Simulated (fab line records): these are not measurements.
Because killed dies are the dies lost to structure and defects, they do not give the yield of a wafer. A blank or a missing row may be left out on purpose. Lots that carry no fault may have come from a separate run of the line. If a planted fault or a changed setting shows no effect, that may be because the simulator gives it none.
Which tool is to blame? -- flow nand harc -- Sampling: 12 lots, 36 wafers, 5 of 1302 route steps

WHAT EACH GAUGE READ, for each wafer
NHARC_END_SORT_01. Usual: killed at array 63, standard deviation 18; killed at other 1.1, standard deviation 1.3; killed at periphery 4.3, standard deviation 2.8; killed dies 68, standard deviation 18; killed open 3.3, standard deviation 2; killed short 2.4, standard deviation 1.6.
lot,measured,on,killed at array,killed at other,killed at periphery,killed dies,killed open,killed short,flag
L245,day 33 00:08,prober-01,40 675 44,0 2 1,3 0 2,43 677 47,2 3 3,1 1 4,OFF
L244,day 32 17:01,prober-01,77 669 68,0 2 1,2 6 0,79 677 69,1 10 1,5 2 2,OFF
L246,day 32 09:58,prober-01,45 668 666,1 0 1,3 9 10,49 677 677,9 2 3,3 4 3,OFF

WHAT TOOL EACH LOT RAN ON (gives the tool, then ch and the chambers of the sampled wafers, and finally the start)
lot,NHARC_A_STAIRCASE_TRIM_26,NHARC_A_STAIRCASE_ETCH_188,NHARC_A_STAIRCASE_TRIM_191,NHARC_A_STAIRCASE_ETCH_192
L230,"rie diel-03 ch 0,2,3, day 15 09:24 or earlier","rie diel-04 ch 1,2,3, day 15 09:24","rie diel-04 ch 0,1,3, no start","rie diel-04 ch 0,1,3, no start"
L232,"rie diel-10 ch 1,2,3, day 16 17:14 or earlier","rie diel-10 ch 1,2,3, day 16 17:14","rie diel-10 ch 2,3, no start","rie diel-10 ch 0,2,3, no start"
L235,"rie diel-04 ch 2,3, day 17 12:26 or earlier","rie diel-10 ch 0,1,2, day 17 12:26","rie diel-10 ch 2,3, no start","rie diel-10 ch 0,2,3, no start"
L236,"rie diel-04 ch 1,2,3, day 18 17:31 or earlier","rie diel-04 ch 0,1,2, day 18 17:31","rie diel-04 ch 1,3, no start","rie diel-04 ch 0,1,3, no start"
L239,"rie diel-04 ch 1,3, day 19 23:26 or earlier","rie diel-10 ch 1,3, day 19 23:26","rie diel-10 ch 1,2, no start","rie diel-10 ch 2,3, no start"
L245,"rie diel-10 ch 0,1,2, day 22 08:35 or earlier","rie diel-10 ch 0,3, day 22 08:35","rie diel-10 ch 1,3, day 33 00:08 or earlier","rie diel-10 ch 1,3, day 33 00:08 or earlier"
L244,"rie diel-03 ch 1,3, day 22 09:31 or earlier","rie diel-10 ch 0,2,3, day 22 09:31","rie diel-10 ch 1,2,3, day 32 17:01 or earlier","rie diel-10 ch 1,2,3, day 32 17:01 or earlier"
L246,"rie diel-04 ch 0,2,3, day 22 12:25 or earlier","rie diel-10 ch 0,2, day 22 12:25","rie diel-10 ch 1,2,3, day 32 09:58 or earlier","rie diel-10 ch 0,2, day 32 09:58 or earlier"
L249,"rie diel-04 ch 1,2, day 24 04:13 or earlier","rie diel-04 ch 2,3, day 24 04:13","rie diel-04 ch 1,2, no start","rie diel-04 ch 1,2,3, no start"
L250,"rie diel-03 ch 0,1,3, day 24 04:33 or earlier","rie diel-03 ch 1,2,3, day 24 04:33","rie diel-03 ch 1,2,3, no start","rie diel-03 ch 0,1,3, no start"
L251,"rie diel-10 ch 0,1,2, day 24 07:52 or earlier","rie diel-03 ch 2,3, day 24 07:52","rie diel-03 ch 0,1,3, no start","rie diel-03 ch 0,2, no start"
L252,"rie diel-04 ch 1,2,3, day 25 06:28 or earlier","rie diel-03 ch 0,1, day 25 06:28","rie diel-03 ch 0,3, no start","rie diel-03 ch 2,3, no start"
- NHARC_A_STAIRCASE_TRIM_26: chemistry O2, time 211.2 s.
- NHARC_A_STAIRCASE_ETCH_188: etches the open film in C4F8/O2, target depth 100 nm, time 40.5 s.
- NHARC_A_STAIRCASE_TRIM_191: chemistry O2, time 211.2 s.
- NHARC_A_STAIRCASE_ETCH_192: etches the open film in C4F8/O2, target depth 100 nm, time 40.5 s.

AS READ BY THE TOOLS THEMSELVES (means over the sampled wafers that have a number; for cases with no such wafer, the mark the record gives instead)
NHARC_A_STAIRCASE_TRIM_26. Usual: drypump motor current A 5.9 A, standard deviation 0.42; oes product au 1.003 a.u., standard deviation 0.0078; rf vpp V 57.5 V, standard deviation 0.9; showerhead plenum p Torr 3.50 Torr, standard deviation 0.15; throttle valve pct 17.036 %, standard deviation 0.0098.
lot,tool,drypump motor current A (A),oes product au (a.u.),rf vpp V (V),showerhead plenum p Torr (Torr),throttle valve pct (%),flag
L230,rie diel-03,6.3,1.008,57.9,3.69,17.028,
L232,rie diel-10,5.9,0.998,58.2,3.57,17.039,
L235,rie diel-04,5.8,0.997,57.4,3.34,17.029,
L236,rie diel-04,6.0,1.005,57.2,3.40,17.039,
L239,rie diel-04,5.9,1.008,57.8,3.38,17.041,
L245,rie diel-10,6.0,1.017,58.0,3.54,17.035,
L244,rie diel-03,5.8,0.996,58.0,3.67,17.037,
L246,rie diel-04,5.7,1.005,56.5,3.36,17.035,
L249,rie diel-04,6.2,1.008,57.6,3.44,17.034,
L250,rie diel-03,5.8,1.001,57.9,3.71,17.038,
L251,rie diel-10,6.0,1.002,58.3,3.53,17.042,
L252,rie diel-04,6.0,1.006,56.9,3.37,17.037,

NHARC_A_STAIRCASE_ETCH_188. Usual: oes product au 0.944 a.u., standard deviation 0.014; rf vpp V 896 V, standard deviation 5.5; run length s 62.1 s, standard deviation 0.39.
lot,tool,oes product au (a.u.),rf vpp V (V),run length s (s),flag
L230,rie diel-04,0.952,891,62.1,
L232,rie diel-10,0.925,898,62.0,
L235,rie diel-10,0.956,897,62.2,
L236,rie diel-04,0.957,892,62.4,
L239,rie diel-10,0.933,899,62.0,
L245,rie diel-10,0.948,896,67.1,OFF
L244,rie diel-10,0.935,894,66.9,OFF
L246,rie diel-10,0.967,893,72.0,OFF
L249,rie diel-04,0.946,888,62.2,
L250,rie diel-03,0.933,900,61.5,
L251,rie diel-03,0.954,899,61.7,
L252,rie diel-03,0.938,905,61.6,

NHARC_A_STAIRCASE_TRIM_191. Usual: drypump motor current A 5.9 A, standard deviation 0.43; oes product au 1.003 a.u., standard deviation 0.0081; rf vpp V 57.8 V, standard deviation 0.85; showerhead plenum p Torr 3.52 Torr, standard deviation 0.15; throttle valve pct 17.036 %, standard deviation 0.0082.
lot,tool,drypump motor current A (A),oes product au (a.u.),rf vpp V (V),showerhead plenum p Torr (Torr),throttle valve pct (%),flag
L230,rie diel-04,5.8,1.003,56.8,3.44,17.033,
L232,rie diel-10,6.1,1.008,56.9,3.46,17.037,
L235,rie diel-10,5.7,1.012,57.8,3.50,17.038,
L236,rie diel-04,6.2,1.002,57.4,3.45,17.027,
L239,rie diel-10,6.0,1.010,57.4,3.61,17.031,
L245,rie diel-10,5.7,1.003,57.6,3.66,17.035,
L244,rie diel-10,5.9,1.006,57.7,3.54,17.032,
L246,rie diel-10,5.8,1.007,58.4,3.54,17.034,
L249,rie diel-04,6.1,1.000,57.8,3.39,17.038,
L250,rie diel-03,6.1,0.997,58.8,3.65,17.033,
L251,rie diel-03,5.8,0.988,59.0,3.70,17.036,
L252,rie diel-03,6.1,0.999,57.9,3.70,17.028,

NHARC_A_STAIRCASE_ETCH_192. Usual: oes product au 0.944 a.u., standard deviation 0.0098; rf vpp V 896 V, standard deviation 5.1; run length s 62.1 s, standard deviation 0.35.
lot,tool,oes product au (a.u.),rf vpp V (V),run length s (s),flag
L230,rie diel-04,0.950,892,62.3,
L232,rie diel-10,0.947,895,62.1,
L235,rie diel-10,0.951,894,62.2,
L236,rie diel-04,0.951,892,62.1,
L239,rie diel-10,0.953,895,62.4,
L245,rie diel-10,0.947,899,61.8,
L244,rie diel-10,0.942,897,62.2,
L246,rie diel-10,0.946,893,62.2,
L249,rie diel-04,0.948,890,62.2,
L250,rie diel-03,0.941,902,61.8,
L251,rie diel-03,0.942,900,61.6,
L252,rie diel-03,0.933,898,61.6,

THE ANSWER, worked out from the rows above alone
Rule: a lot is off if the mean of its wafers that have a number lies more than 3 standard deviations from the usual mean. A lot without any number at a reading at which 4 lots or more have one is off too. Where the step has rows for the other lots, those lots are counted as sound. After the gauges, taken in route order, come the tools' own readings; for these a lot's mean is taken, as printed above. At the first step where some lot is off, the reading lying furthest off is the one used; lots without a number count as furthest.
Off: L245, L244, L246 (NHARC_END_SORT_01, killed dies). Neither off nor sound, because the step has no rows for them: L230, L232, L235, L236, L239, L249, L250, L251, L252.
A tool fits if, at a process step before that reading, it ran every lot that is off, and no sound lot after the first of them. The gauges at NHARC_END_SORT_01 aren't tried: what is off there is off at NHARC_A_STAIRCASE_ETCH_188 too, on other tools, and a gauge's error can't cause that. NHARC_A_STAIRCASE_TRIM_26: start missing for some lots; hours and lot order therefore follow NHARC_A_STAIRCASE_ETCH_188. NHARC_A_STAIRCASE_TRIM_191: start missing for some lots; hours and lot order therefore follow NHARC_END_SORT_01. NHARC_A_STAIRCASE_ETCH_192: start missing for some lots; hours and lot order therefore follow NHARC_END_SORT_01. One fits: rie diel-10 at NHARC_A_STAIRCASE_ETCH_188 and NHARC_A_STAIRCASE_TRIM_191 and NHARC_A_STAIRCASE_ETCH_192. It ran no sound lot before its first lot that is off in this sample, so the start can't be narrowed down.

WHAT HAD BEEN PUT IN BY THE SIMULATOR
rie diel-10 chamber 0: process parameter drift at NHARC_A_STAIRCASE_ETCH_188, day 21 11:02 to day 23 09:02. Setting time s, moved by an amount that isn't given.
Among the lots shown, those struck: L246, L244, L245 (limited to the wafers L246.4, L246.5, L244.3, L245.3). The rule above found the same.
